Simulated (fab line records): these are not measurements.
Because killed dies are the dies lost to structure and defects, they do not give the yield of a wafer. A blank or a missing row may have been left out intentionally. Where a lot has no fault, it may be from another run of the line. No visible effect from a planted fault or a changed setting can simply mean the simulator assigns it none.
Matching of chambers | flow n5_finfet | N5_BEOL_M6_PECVD_70 on pecvd-04 has 3 sister chambers
The step deposits SiO2 from TEOS/O2, target thk 20 nm, time 22.7 s. 3 wafers are shown with their chamber, then 12 later ones without.

== WAFERS, EACH WITH ITS CHAMBER ==
wafer  | chamber | throttle_valve_pct (%)
L092.4 | 1       | 23.4
L093.5 | 0       | 22.1
L093.6 | 2       | 21.3

== WAFERS WHOSE CHAMBER IS MISSING ==
wafer  | throttle_valve_pct (%)
L095.1 | 21.5
L095.2 | 23.3
L095.4 | 21.4
L096.1 | 23.4
L096.5 | 23.4
L096.6 | 21.5
L097.1 | 22.3
L097.2 | 21.5
L097.3 | 23.4
L097.4 | 23.6
L097.5 | 22.2
L097.6 | 21.4

== EACH ONE'S CHAMBER ==
wafer  | from the rows above | in truth
L095.1 | 2                   | 2
L095.2 | 1                   | 1
L095.4 | 2                   | 2
L096.1 | 1                   | 1
L096.5 | 1                   | 1
L096.6 | 2                   | 2
L097.1 | 0                   | 0
L097.2 | 2                   | 2
L097.3 | 1                   | 1
L097.4 | 1                   | 1
L097.5 | 0                   | 0
L097.6 | 2                   | 2
Placed correctly: 12 of 12. Not placeable from these rows: 0. 0 placed wrongly.
How it was worked out, from the rows above alone: a wafer's distance from a chamber is the root of the sum, over the readings, of the square of ((its reading less the chamber's mean) divided by the reading's scatter). If the next closest chamber is less than 2 further off than the closest, the wafer can't be placed; otherwise it belongs to the closest. For every chamber, the mean is computed from those of its wafers that are shown. The scatter (one wafer shown for each chamber): square how far every hidden wafer sits from the nearest shown wafer, average those squares and take the square root.
